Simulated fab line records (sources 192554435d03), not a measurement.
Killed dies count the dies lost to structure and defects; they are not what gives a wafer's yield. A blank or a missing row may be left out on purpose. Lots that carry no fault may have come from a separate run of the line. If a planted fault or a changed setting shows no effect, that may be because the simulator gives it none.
Code-filled problem report in 8D (eight disciplines) form :: flow n5-finfet :: the parts of the form that need people (team, actions taken, sign-off) are left out

## 1. THE PROBLEM
Wafers without a fault read 1499.9 rpm, standard deviation 0.87; spin-speed-rpm at N5_BEOL_M3_COAT_68 reads a mean of 1755.2 rpm on 6 wafers belonging to 2 lots. That is +99 or more standard deviations from the usual mean.
The step: time 60 s, resist thk 12 nm.
First seen on wafer L841.3, day 10 13:16, on litho-track-05. At this step, 26 wafers from 9 lots have a number in the record. Rule for "out" (also "out of limits"): further than 4 standard deviations from the usual mean. The other wafers with a number count as sound.

## 2. WHAT IT IS AND WHAT IT IS NOT
question: which readings at this step
is: spin-speed-rpm
is not: heater-power-total-W

question: which lots
is: L841, L845
is not: L831, L834, L837, L838, L847, L849, L850

question: which wafers of those lots
is: all that have a number
is not: -

question: read on which tools
is: litho-track-05
is not: litho-track-02, litho-track-04

question: when
is: from day 10 13:16
is not: up to then (12 sound wafers); but 8 sound wafers of L847, L849, L850 came after

## 3. WHAT RULES OUT EACH SUSPECT
Counting: any tool at a process step up to the reading is kept as a suspect provided that every lot that is out went through it and no sound lot did after the first of them.
- litho-track-05 at N5_BEOL_M3_COAT_68 (time 60 s, resist thk 12 nm): kept. It ran every lot that is out, first L841 (day 10 13:16), and no sound lot after that; its last sound lot up to then is L838 (day 9 01:25). Its own spin-speed-rpm readings are out on those wafers.
Remaining after the count: litho-track-05 at N5_BEOL_M3_COAT_68.

## 4. THE CAUSE (what the simulator had put in)
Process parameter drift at N5_BEOL_M3_COAT_68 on litho-track-05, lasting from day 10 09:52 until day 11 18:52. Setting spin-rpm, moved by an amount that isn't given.
The count eliminated every tool but this one.

## 5. THE CHAIN OF EFFECTS, in route order
One row per reading whose mean, taken over the struck wafers that have a number, lies over 3 standard deviations from the usual. Only readings for which the record gives a usual standard deviation are gone through. hours: the time from each lot's start at the first step in this table that gives one to its start at this step, as a median over the lots. sigmas: the change in usual standard deviations.
hours: 0
step: N5_BEOL_M3_COAT_68
reading: spin-speed-rpm
usual: 1499.9 rpm
on struck wafers: 1755.2
change: +255.3
sigmas: +99 or more

hours: 0
step: N5_BEOL_M3_ETCH_69
reading: etch-rf-on-time-s
usual: 26.1 s
on struck wafers: 24.4
change: -1.7
sigmas: -3.0
Here are the process steps it includes:
- N5_BEOL_M3_COAT_68: time 60 s, resist thk 12 nm.
- N5_BEOL_M3_ETCH_69: etches SiARC in CF4, target depth 15.6 nm, time 26 s.
Later measuring or inspecting steps at which every struck wafer that the step has a row for has a number for every such reading, and none has moved that far: N5_BEOL_M4_RC_MEAS_101.

## 6. WHAT WOULD HAVE CAUGHT IT SOONER
First out-of-limits reading in this record: day 10 13:16, which is 3 hours after fault onset at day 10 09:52.
